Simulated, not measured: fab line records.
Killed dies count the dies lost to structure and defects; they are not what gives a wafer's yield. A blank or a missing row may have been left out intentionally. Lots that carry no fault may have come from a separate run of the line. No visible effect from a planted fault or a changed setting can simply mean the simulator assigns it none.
Chamber matching ; flow nand_harc ; 4 sister chambers for NHARC_A_BONDPAD_ETCH_34 on rie_diel-05
The step etches the open film in N2/H2, target depth 60 nm, overetch 18 nm, time 65.91 s. 8 wafers are shown with their chamber, then 10 later ones without.

== WAFERS PAIRED WITH THEIR CHAMBERS ==
wafer;chamber;drypump_motor_current_A (A);rf_vpp_V (V)
L716.3;3;5.34;429.5
L718.5;1;5.38;426.3
L719.2;2;5.74;424.7
L719.4;3;5.34;430.0
L721.2;2;5.76;426.0
L721.4;0;5.70;431.8
L721.6;0;5.73;433.1
L720.1;1;5.42;427.6

== WAFERS WHOSE CHAMBER IS MISSING ==
wafer;drypump_motor_current_A (A);rf_vpp_V (V)
L720.4;5.72;431.6
L720.6;5.70;430.6
L722.1;5.41;427.3
L722.3;5.71;432.3
L725.3;5.73;432.1
L724.3;5.71;432.2
L724.4;5.76;426.7
L726.1;5.42;425.7
L726.2;5.77;425.5
L726.3;5.31;430.2

== WHICH CHAMBER EACH WENT THROUGH ==
wafer;from the rows above;in truth
L720.4;0;0
L720.6;0;0
L722.1;1;1
L722.3;0;0
L725.3;0;0
L724.3;0;0
L724.4;2;2
L726.1;1;1
L726.2;2;2
L726.3;3;3
Correct placement for 10 of the 10. Can't be placed from these rows: 0. Placed wrongly: 0.
How it was worked out, from the rows above alone: a wafer's distance from a chamber is the root of the sum, over the readings, of the square of ((its reading less the chamber's mean) divided by the reading's scatter). The wafer belongs to the nearest chamber; if the next one is less than 2 further off, it can't be placed. For every chamber, the mean is computed from those of its wafers that are shown. The scatter is the square root of a quotient: the sum, over the shown wafers, of each reading's squared deviation from its chamber's mean, divided by wafers minus chambers.
